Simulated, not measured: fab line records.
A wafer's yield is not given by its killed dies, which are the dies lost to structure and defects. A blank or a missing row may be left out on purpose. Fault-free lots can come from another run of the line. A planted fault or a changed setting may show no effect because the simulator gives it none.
Matching of chambers + flow n5_finfet + cvd_co-02 running N5_BEOL_M2_PRE_CLEAN_60: 3 sister chambers
The step time 15 s. 3 wafers are shown with their chamber, then 12 later ones without.

## WAFERS PAIRED WITH THEIR CHAMBERS
| wafer  | chamber | heater_power_w (W) |
|--------|---------|--------------------|
| L085.3 | 2       | 102                |
| L085.5 | 0       | 72                 |
| L085.6 | 1       | 79                 |

## WAFERS WITH NO CHAMBER GIVEN
| wafer  | heater_power_w (W) |
|--------|--------------------|
| L086.1 | 71                 |
| L086.3 | 103                |
| L086.4 | 72                 |
| L087.3 | 79                 |
| L087.4 | 72                 |
| L087.5 | 79                 |
| L089.2 | 79                 |
| L089.4 | 104                |
| L089.5 | 70                 |
| L094.3 | 104                |
| L094.5 | 79                 |
| L094.6 | 102                |

## WHICH CHAMBER EACH ONE RAN IN
| wafer  | from the rows above | in truth |
|--------|---------------------|----------|
| L086.1 | 0                   | 0        |
| L086.3 | 2                   | 2        |
| L086.4 | 0                   | 0        |
| L087.3 | 1                   | 1        |
| L087.4 | 0                   | 0        |
| L087.5 | 1                   | 1        |
| L089.2 | 1                   | 1        |
| L089.4 | 2                   | 2        |
| L089.5 | 0                   | 0        |
| L094.3 | 2                   | 2        |
| L094.5 | 1                   | 1        |
| L094.6 | 2                   | 2        |
12 of 12 placed correctly. Left unplaced by these rows: 0. 0 placed wrongly.
How it was worked out, from the rows above alone: a wafer's distance from a chamber is the root of the sum, over the readings, of the square of ((its reading less the chamber's mean) divided by the reading's scatter). The wafer belongs to the nearest chamber; if the next one is less than 2 further off, it can't be placed. Each chamber's mean is taken over the wafers shown for it. The scatter: with one shown wafer a chamber, the root of the mean of the squares of how far each hidden wafer lies from its nearest shown one.
